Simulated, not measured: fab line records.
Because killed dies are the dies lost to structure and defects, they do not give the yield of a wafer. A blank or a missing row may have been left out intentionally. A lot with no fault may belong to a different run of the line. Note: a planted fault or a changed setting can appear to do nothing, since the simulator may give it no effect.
fab line records	flow nand-harc
record lots=15	wafers=45	last-day=24
route steps=1159 shown P_GATE@141
lots that met no fault: taken from a fault-free run of the same line
start-h: start of the lot's first displayed wafer, in hours after the record's first day	wait-h: hours elapsed since this lot's preceding step	" unchanged from the row above	L1.1+2: one row covering several wafers at once	- either no value or no given start	* or withheld: withheld	< > ~ a bound
route shown NAME@n: a module of which the file shows steps, and the number in the route of the first	usual: mean/standard deviation taken from wafers without a fault	same: alike in all rows	chamber/n: place in a boat	sites: the reading at each site	_std_site: how widely they spread, as a standard deviation	_edge_site: mean of outer sites minus mean of inner sites	radius-mm: for every site, how far away it sits from the centre of the wafer	mask NAME#n: copy n	behind: tool/chamber where the wafer was last shaped	hold: the reason the lot was held/the length of the hold in hours/how it ended	device: whichever transistor did not switch (one of n, p or np)	end of line: at the end of the route, the tests of the same wafers	where a step has no rows: the recipe by itself	killed: count of dies lost to structure and defects at first sort (not the wafer's yield)	map: a wafer's dies, marking killed ones x, the rest . and places with no die _
set.NAME: the setting that was run; set.NAME@STEP: the one run at that earlier step	model.NAME: the simulator's own value behind a step, which no gauge read
route steps across a sampled set of lots; one table per step, one row per wafer
services: a tool's chamber out of use, with start hour (start-h, from the record's first day; less than 0 if before it), hours out, and reason
## steps
# step NHARC_P_GATE_CD_MEAS_26
# recipe target-cd-nm=120	landing-energy-ev=500
# usual cd-nm=120.0/0.67
lot.wafer	tool	chamber	start-h	wait-h	cd-nm
L850.2	cd-sem-03	0	86.37	-	119.3
L850.3	"	0	"	"	120.0
L850.5	"	0	"	"	119.4
L851.2	cd-sem-02	0	94.65	-	120.2
L851.3	"	0	"	"	120.5
L851.4	"	0	"	"	120.3
L852.4	cd-sem-02	0	103.33	-	119.1
L852.5	"	0	"	"	119.1
L852.6	"	0	"	"	118.9
L853.1	cd-sem-02	0	104.24	-	119.8
L853.4	"	0	"	"	119.9
L853.6	"	0	"	"	120.8
L855.1	cd-sem-03	0	117.69	-	118.4
L855.3	"	0	"	"	120.2
L855.6	"	0	"	"	120.1
L854.2	cd-sem-01	0	117.84	-	119.0
L854.3	"	0	"	"	120.0
L854.6	"	0	"	"	119.6
L857.2	cd-sem-01	0	135.44	-	120.2
L857.4	"	0	"	"	120.0
L857.5	"	0	"	"	120.3
L856.2	cd-sem-03	0	136.09	-	120.6
L856.3	"	0	"	"	119.6
L856.4	"	0	"	"	120.3
L860.4	cd-sem-03	0	153.47	-	120.1
L860.5	"	0	"	"	119.8
L860.6	"	0	"	"	119.4
L863.1	cd-sem-02	0	168.44	-	119.8
L863.4	"	0	"	"	120.9
L863.5	"	0	"	"	120.8
L864.2	cd-sem-01	0	174.19	-	120.2
L864.3	"	0	"	"	120.7
L864.4	"	0	"	"	119.9
L865.3	cd-sem-01	0	174.87	-	120.3
L865.4	"	0	"	"	120.1
L865.5	"	0	"	"	119.4
L866.1	cd-sem-02	0	182.52	-	119.7
L866.5	"	0	"	"	120.2
L866.6	"	0	"	"	120.2
L869.1	cd-sem-02	0	197.35	-	120.5
L869.4	"	0	"	"	120.8
L869.6	"	0	"	"	120.0
L873.3	cd-sem-03	0	221.47	-	120.4
L873.5	"	0	"	"	120.4
L873.6	"	0	"	"	119.8
# step NHARC_P_GATE_OVL_MEAS_27
# usual overlay-x-nm=-0.1/0.73	overlay-y-nm=-0.2/0.82
lot.wafer	tool	chamber	start-h	wait-h	overlay-x-nm	overlay-y-nm
L850.2	overlay-01	-	86.45	-	0.3	-0.9
L850.3	"	-	"	"	0.1	-0.8
L850.5	"	-	"	"	0.2	-1.2
L851.2	overlay-01	-	94.74	-	0.8	-0.8
L851.3	"	-	"	"	0.7	-0.9
L851.4	"	-	"	"	0.1	-1.5
L852.4	overlay-01	-	103.41	-	1.2	0.8
L852.5	"	-	"	"	1.3	0.4
L852.6	"	-	"	"	0.9	0.6
L853.1	overlay-01	-	104.33	-	-0.5	-0.4
L853.4	"	-	"	"	-0.3	-0.3
L853.6	"	-	"	"	0.0	-0.2
L855.1	overlay-02	-	117.78	-	-1.2	-1.1
L855.3	"	-	"	"	-1.1	-1.0
L855.6	"	-	"	"	-1.4	-1.4
L854.2	overlay-01	-	117.93	-	0.9	1.4
L854.3	"	-	"	"	0.6	0.8
L854.6	"	-	"	"	0.5	0.8
L857.2	overlay-01	-	135.54	-	-0.8	-1.0
L857.4	"	-	"	"	-0.4	0.0
L857.5	"	-	"	"	0.1	-0.6
L856.2	overlay-01	-	136.17	-	1.5	0.4
L856.3	"	-	"	"	1.0	-0.3
L856.4	"	-	"	"	0.7	-0.4
L860.4	overlay-02	-	153.55	-	0.5	-0.5
L860.5	"	-	"	"	0.3	0.2
L860.6	"	-	"	"	0.4	-0.4
L863.1	overlay-01	-	168.52	-	-1.2	-0.3
L863.4	"	-	"	"	-0.7	-0.1
L863.5	"	-	"	"	-0.9	-0.4
L864.2	overlay-02	-	174.27	-	-0.7	1.6
L864.3	"	-	"	"	-0.7	1.8
L864.4	"	-	"	"	-0.6	1.4
L865.3	overlay-01	-	174.95	-	0.2	-0.1
L865.4	"	-	"	"	-0.3	-0.1
L865.5	"	-	"	"	0.0	-0.2
L866.1	overlay-02	-	182.60	-	0.2	-0.7
L866.5	"	-	"	"	0.5	-0.6
L866.6	"	-	"	"	0.9	-1.4
L869.1	overlay-02	-	197.44	-	-0.5	-0.5
L869.4	"	-	"	"	0.0	0.0
L869.6	"	-	"	"	0.2	-0.2
L873.3	overlay-02	-	221.55	-	0.4	-2.2
L873.5	"	-	"	"	0.0	-2.1
L873.6	"	-	"	"	-0.2	-1.3
# step NHARC_P_GATE_HM_OPEN_105
# recipe target-depth-a=3600	o2-flow-sccm=400	cos-flow-sccm=20	ar-flow-sccm=0	rf-w=500	bias-w=300	chemistry=O2/COS
# usual cos-flow-sccm=20.00/0.057	drypump-motor-current-A=5.7/0.49	o2-flow-sccm=399.7/1.1	oes-product-au=1.000/0.0097	rf-vpp-V=466.8/2.8	showerhead-plenum-p-Torr=3.10/0.13	throttle-valve-pct=28.329/0.0085
lot.wafer	tool	chamber	start-h	wait-h	cos-flow-sccm	drypump-motor-current-A	o2-flow-sccm	oes-product-au	rf-hours-counter-h	rf-vpp-V	showerhead-plenum-p-Torr	throttle-valve-pct
L850.2	rie-diel-07	2	-	-	19.98	4.8	398.3	0.995	9	468.0	3.15	28.316
L850.3	"	3	"	"	20.01	5.7	399.4	0.995	7	462.7	2.90	28.350
L850.5	"	2	"	"	20.00	4.9	398.9	0.995	-	468.2	3.15	28.321
L851.4	rie-diel-08	2	-	-	20.15	6.1	396.5	1.024	28	466.9	3.12	28.320
L851.2	"	3	"	"	20.01	5.2	400.5	1.003	28	464.1	2.99	28.320
L851.3	"	0	"	"	19.98	5.6	401.1	1.013	27	468.1	3.16	28.321
L852.4	rie-diel-07	1	-	-	19.98	6.1	400.4	0.993	17	463.3	2.97	28.334
L852.6	"	3	"	"	19.97	5.7	398.7	0.994	-	462.1	2.90	28.335
L852.5	"	0	"	"	20.04	5.3	398.3	0.994	-	467.0	3.09	28.326
L853.1	rie-diel-08	0	-	-	20.00	5.6	400.6	1.006	29	467.9	3.16	28.326
L853.4	"	2	"	"	19.98	6.1	399.7	1.021	29	467.6	3.12	28.345
L853.6	"	0	"	"	20.01	5.6	400.7	1.009	-	468.4	3.16	28.333
L855.1	rie-diel-08	3	-	-	20.21	5.2	399.2	1.003	32	464.8	2.98	28.336
L855.3	"	0	"	"	20.00	5.6	400.6	1.013	30	468.3	3.16	28.334
L855.6	"	3	"	"	20.15	5.2	398.6	1.007	-	464.9	2.98	28.321
L854.2	rie-diel-07	3	-	-	19.90	5.7	401.8	0.994	16	461.1	2.90	28.320
L854.3	"	0	"	"	20.04	5.3	399.6	1.002	18	466.7	3.09	28.317
L854.6	"	0	"	"	20.02	5.3	399.7	1.001	-	467.1	3.09	28.327
L857.4	rie-diel-08	0	-	-	19.96	5.6	398.5	1.023	0	468.5	3.16	28.343
L857.2	"	2	"	"	20.05	6.1	399.7	1.008	0	468.3	3.12	28.336
L857.5	"	3	"	"	20.01	5.2	401.4	0.997	-	464.7	2.98	28.324
L856.3	rie-diel-07	2	-	-	20.01	4.9	401.7	0.984	25	468.1	3.14	28.326
L856.2	"	0	"	"	20.05	5.3	400.1	1.005	26	466.3	3.09	28.320
L856.4	"	3	"	"	19.96	5.6	399.7	0.997	-	461.7	2.89	28.324
L860.4	rie-diel-08	3	-	-	19.96	5.2	400.4	1.007	4	463.6	2.98	28.334
L860.6	"	3	"	"	19.95	5.2	398.1	0.999	-	463.3	2.98	28.329
L860.5	"	0	"	"	20.03	5.6	398.3	1.026	-	469.4	3.16	28.317
L863.1	rie-diel-08	2	-	-	20.05	6.0	398.3	1.006	6	467.2	3.11	28.329
L863.4	"	0	"	"	19.99	5.6	400.6	1.010	7	467.4	3.16	28.334
L863.5	"	2	"	"	20.03	6.0	398.7	1.012	-	465.5	3.11	28.332
L864.2	rie-diel-07	1	-	-	20.04	6.1	400.7	0.995	38	464.9	2.96	28.343
L864.3	"	0	"	"	20.02	5.3	400.4	0.991	39	466.8	3.08	28.324
L864.4	"	3	"	"	19.97	5.7	399.7	0.995	-	462.4	2.89	28.316
L865.3	rie-diel-08	3	-	-	20.03	5.2	398.6	0.990	7	465.1	2.98	28.325
L865.4	"	1	"	"	19.96	6.6	401.5	0.997	8	466.2	3.04	28.327
L865.5	"	0	"	"	20.02	5.6	400.3	1.018	-	467.4	3.16	28.325
L866.1	rie-diel-07	1	-	-	20.00	6.1	399.9	0.986	41	462.2	2.96	28.337
L866.6	"	2	"	"	20.05	4.9	400.6	0.984	-	467.1	3.14	28.335
L866.5	"	1	"	"	20.04	6.1	399.2	0.989	-	464.0	2.95	28.319
L869.4	rie-diel-05	0	-	-	20.01	5.3	400.5	1.000	11	468.4	3.33	28.336
L869.1	"	2	"	"	19.99	6.3	399.7	1.000	11	472.9	3.37	28.333
L869.6	"	0	"	"	19.97	5.3	400.5	1.004	-	471.5	3.33	28.327
L873.3	rie-diel-05	3	-	-	20.04	5.0	398.6	1.011	20	471.2	3.25	28.339
L873.6	"	2	"	"	20.04	6.3	399.0	0.991	-	470.9	3.36	28.327
L873.5	"	3	"	"	19.92	5.0	399.0	1.010	-	469.1	3.25	28.339
# step NHARC_P_GATE_PEB_44
# recipe peb-temp-c=118	peb-time-s=85
# usual chill-plate-temp-C=23.01/0.11	exhaust-pa=44.8/0.87
lot.wafer	tool	chamber	start-h	wait-h	chill-plate-temp-C	exhaust-pa
L850.2	litho-track-02	0	98.46	0.1	23.06	45.0
L850.3	"	0	"	"	23.13	46.1
L850.5	"	0	"	"	23.00	45.0
L851.2	litho-track-05	0	106.57	0.1	23.02	44.9
L851.3	"	0	"	"	23.09	45.3
L851.4	"	0	"	"	23.16	44.7
L852.4	litho-track-02	0	115.16	0.0	23.04	45.3
L852.5	"	0	"	"	22.92	45.2
L852.6	"	0	"	"	22.96	44.3
L853.1	litho-track-05	0	116.08	0.1	23.07	45.0
L853.4	"	0	"	"	23.10	46.4
L853.6	"	0	"	"	22.94	47.0
L855.1	litho-track-02	0	129.50	0.1	22.88	45.3
L855.3	"	0	"	"	23.00	44.6
L855.6	"	0	"	"	22.85	44.2
L854.2	litho-track-05	0	129.84	0.1	23.17	45.2
L854.3	"	0	"	"	22.96	44.8
L854.6	"	0	"	"	22.99	44.1
L857.2	litho-track-05	0	147.80	0.1	22.90	44.8
L857.4	"	0	"	"	22.82	45.0
L857.5	"	0	"	"	22.92	43.8
L856.2	litho-track-03	0	148.03	0.1	23.01	44.1
L856.3	"	0	"	"	22.98	43.9
L856.4	"	0	"	"	22.82	44.1
L860.4	litho-track-05	0	167.42	0.0	22.78	45.1
L860.5	"	0	"	"	22.87	45.4
L860.6	"	0	"	"	22.87	44.3
L863.1	litho-track-02	-	182.49	0.1	-	-
L863.4	"	-	"	"	-	-
L863.5	"	-	"	"	-	-
L865.3	litho-track-05	-	186.60	0.0	-	-
L865.4	"	-	"	"	-	-
L865.5	"	-	"	"	-	-
L864.2	litho-track-05	-	187.19	0.1	-	-
L864.3	"	-	"	"	-	-
L864.4	"	-	"	"	-	-
L866.1	litho-track-03	0	195.34	0.1	22.82	45.1
L866.5	"	0	"	"	22.84	45.1
L866.6	"	0	"	"	22.79	45.3
L869.1	litho-track-02	0	209.33	0.1	23.12	45.5
L869.4	"	0	"	"	23.00	45.8
L869.6	"	0	"	"	22.98	44.9
L873.3	litho-track-05	0	233.42	0.1	22.82	46.2
L873.5	"	0	"	"	22.80	45.9
L873.6	"	0	"	"	23.01	46.1
## services
tool	chamber	start-h	hours	kind
rie-diel-08	0	79.35	-	clean
rie-diel-08	1	79.35	-	clean
rie-diel-08	2	79.35	-	clean
rie-diel-08	3	79.35	-	clean
rie-diel-08	0	103.85	-	clean
rie-diel-08	1	103.85	-	clean
rie-diel-08	2	103.85	-	clean
rie-diel-08	3	103.85	-	clean
rie-diel-08	0	123.11	2.8	repair
rie-diel-08	-	124.80	9.0	pm
rie-diel-08	1	124.80	9.0	vent-cycle
rie-diel-08	2	124.80	9.0	vent-cycle
rie-diel-07	1	134.44	4.8	repair
rie-diel-05	2	158.73	11.6	repair
rie-diel-05	-	163.60	9.0	pm
litho-track-02	-	165.00	7.0	pm
rie-diel-07	2	165.51	13.2	repair
rie-diel-07	3	180.26	7.3	repair
rie-diel-07	3	189.83	6.4	repair
rie-diel-07	0	204.09	19.9	repair
litho-track-03	-	213.00	7.0	pm
rie-diel-08	1	222.66	4.4	repair
rie-diel-08	3	223.36	4.8	repair
rie-diel-07	-	228.70	9.0	pm
## key
first-sign step=NHARC_P_GATE_PEB_44	reading=tool-record	direction=missing
effect none on later readings
met-at NHARC_P_GATE_PEB_44
struck-lots L863,L864,L865
later-rows-left-out L863.1,L863.4,L863.5,L864.2,L864.3,L864.4,L865.3,L865.4,L865.5
sort-left-out L863.1,L863.4,L863.5,L864.2,L864.3,L864.4,L865.3,L865.4,L865.5
tester-left-out L863,L864,L865
not-acting-at NHARC_P_GATE_CD_MEAS_26,NHARC_P_GATE_OVL_MEAS_27,NHARC_P_GATE_HM_OPEN_105
onset-between 167.42 182.49
fault kind=skipped-step-whole	tool=litho-track-02,litho-track-05	chamber=-	onset-h=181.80	steps=NHARC_P_GATE_PEB_44	scope=struck-lots-only
# tester-left-out: of these lots the tester's yield and bins aren't shown, on N5 and GAA mostly nor the transistor test; their killed dies are dies lost to structure and defects alone, not to doping, threshold or leakage, so they don't give the yield
# sort-left-out: the simulated sort isn't trusted on such a fault, so these wafers' sort isn't shown, and their yield isn't known
# later-rows-left-out: the simulator's readings of these wafers behind a module that went badly wrong aren't trusted and aren't shown, but for the sort
